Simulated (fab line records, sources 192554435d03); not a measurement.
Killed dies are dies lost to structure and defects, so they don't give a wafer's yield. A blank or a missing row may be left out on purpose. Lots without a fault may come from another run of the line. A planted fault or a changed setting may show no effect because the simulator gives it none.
Split-lot experiment | flow n5_finfet | 7 lots, 21 wafers read, on a route of 1938 steps

THE SPLIT
At N5_BEOL_M2_EXPOSE_08 (exposes mask M2), the setting dose_mj was moved away from the recipe's 41.25 on 6 of the 21 wafers read, by -7.5% to +4.5%. The other wafers ran this setting at the recipe's value.

FROM THE SPLIT TO THE READING: what the file shows between them, 7 steps
- N5_BEOL_M2_DESCUM_16: chemistry O2, time 7 s (also split here: time_s)
- N5_BEOL_M2_ETCH_74: etches underlayer in N2/H2, target depth 6.5 nm, time 5.2 s
- N5_BEOL_M2_ETCH_63: etches SiARC in CF4, target depth 15.6 nm, time 26 s
- N5_BEOL_M2_ETCH_64: etches SOC in N2/H2, target depth 75 nm, overetch 22.5 nm, time 121.9 s
- N5_BEOL_M2_STRIP_65: strips in N2/H2
- N5_BEOL_M2_STRIP_75: strips in N2/H2
- N5_BEOL_M2_STRIP_66: strips in CF4

THE READING
BEOL_M2.cd_offset_nm (the simulator's own value, which no gauge read), in nm, at N5_BEOL_M2_HM_OPEN_17 (chemistry Cl2/BCl3, target TiN, target depth 20 nm, overetch 6 nm). The file gives no usual value for it. The 15 wafers here that ran the recipe average 0.0 nm, standard deviation 0.34 nm.

wafer  | tool, chamber at the split | dose_mj as run | against the recipe | BEOL_M2.cd_offset_nm, nm | against lot-mates on the recipe
L081.2 | euv_scanner-01, 0          | 41.25          | recipe             | -0.2                     | -
L081.3 | euv_scanner-01, 0          | 41.25          | recipe             | 0                        | -
L081.6 | euv_scanner-01, 0          | 39.17          | -5.0%              | -0.4                     | -0.3
L082.2 | euv_scanner-02, 0          | 41.25          | recipe             | -0.2                     | -
L082.3 | euv_scanner-02, 0          | 38.17          | -7.5%              | -1.8                     | -1.6
L082.5 | euv_scanner-02, 0          | 38.17          | -7.5%              | -1.6                     | -1.4
L088.1 | euv_scanner-01, 0          | 41.25          | recipe             | 0                        | -
L088.4 | euv_scanner-01, 0          | 41.25          | recipe             | -0.4                     | -
L088.5 | euv_scanner-01, 0          | 39.39          | -4.5%              | -1                       | -0.8
L087.1 | euv_scanner-01, 0          | 41.25          | recipe             | 0.6                      | -
L087.3 | euv_scanner-01, 0          | 41.25          | recipe             | 0.4                      | -
L087.5 | euv_scanner-01, 0          | 41.25          | recipe             | 0.2                      | -
L089.3 | euv_scanner-01, 0          | 41.25          | recipe             | 0.4                      | -
L089.4 | euv_scanner-01, 0          | 41.25          | recipe             | 0.4                      | -
L089.5 | euv_scanner-01, 0          | 41.25          | recipe             | 0                        | -
L092.2 | euv_scanner-02, 0          | 41.25          | recipe             | 0.4                      | -
L092.5 | euv_scanner-02, 0          | 43.12          | +4.5%              | 1.2                      | +0.8
L092.6 | euv_scanner-02, 0          | 43.12          | +4.5%              | 1                        | +0.6
L096.3 | euv_scanner-01, 0          | 41.25          | recipe             | -0.4                     | -
L096.4 | euv_scanner-01, 0          | 41.25          | recipe             | 0                        | -
L096.5 | euv_scanner-01, 0          | 41.25          | recipe             | -0.6                     | -

THE FIT
A straight line over all 21 wafers: BEOL_M2.cd_offset_nm changes by +0.216 nm for each +1% of dose_mj; r = +0.89; the points scatter about the line by 0.35 nm.
The same after taking each lot's own level away (the mean of its wafers on the recipe; 21 wafers): +0.17 nm for each +1%; r = +0.92; scatter 0.22 nm.
On that fit, the largest move of dose_mj shifts the reading by 1.3 nm.
The lots' own levels span -0.33 to 0.40 nm, that is 2.1 times the standard deviation above.
So the lot-to-lot level changes the slope: the two fits differ.
Check: with one of the wafers moved furthest among these (-7.5%) left out of the fit, the line predicts -1.14 nm for it against its lot-mates. It came out at -1.6 nm against them.

OTHER SPLITS ON THESE WAFERS
These wafers also went through other splits before the reading. Each is held against what the fit with the lots' levels taken away leaves over:
other split on the same wafers    | wafers away from the commonest value | r with BEOL_M2.cd_offset_nm (lot level and that fit taken away)
N5_BEOL_M0_CUTY_EXPOSE_54 dose_mj | 7                                    | +0.51
N5_BEOL_M0_ETCH_138 source_w      | 4                                    | +0.25
N5_BEOL_M1_ETCH_64 source_w       | 5                                    | -0.06
N5_BEOL_M2_DESCUM_16 time_s       | 4                                    | +0.01

THE WHOLE CHAIN: every reading that the file lists as answering this split, in the file's order
step                  | what it does                                                      | reading                                                               | change (the file's fit)               | r (the file's)
N5_BEOL_M2_ETCH_74    | etches underlayer in N2/H2, target depth 6.5 nm, time 5.2 s       | BEOL_M2.cd_offset_nm (the simulator's own value, which no gauge read) | +0.189 nm for each +1% of the setting | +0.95
N5_BEOL_M2_ETCH_63    | etches SiARC in CF4, target depth 15.6 nm, time 26 s              | BEOL_M2.cd_offset_nm (the simulator's own value, which no gauge read) | +0.202 nm for each +1% of the setting | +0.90
N5_BEOL_M2_HM_OPEN_17 | chemistry Cl2/BCl3, target TiN, target depth 20 nm, overetch 6 nm | BEOL_M2.cd_offset_nm (the simulator's own value, which no gauge read) | +0.16 nm for each +1% of the setting  | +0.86

THE FILE'S OWN FIT
BEOL_M2.cd_offset_nm changes by +0.16 nm for each +1% of dose_mj, r = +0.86.
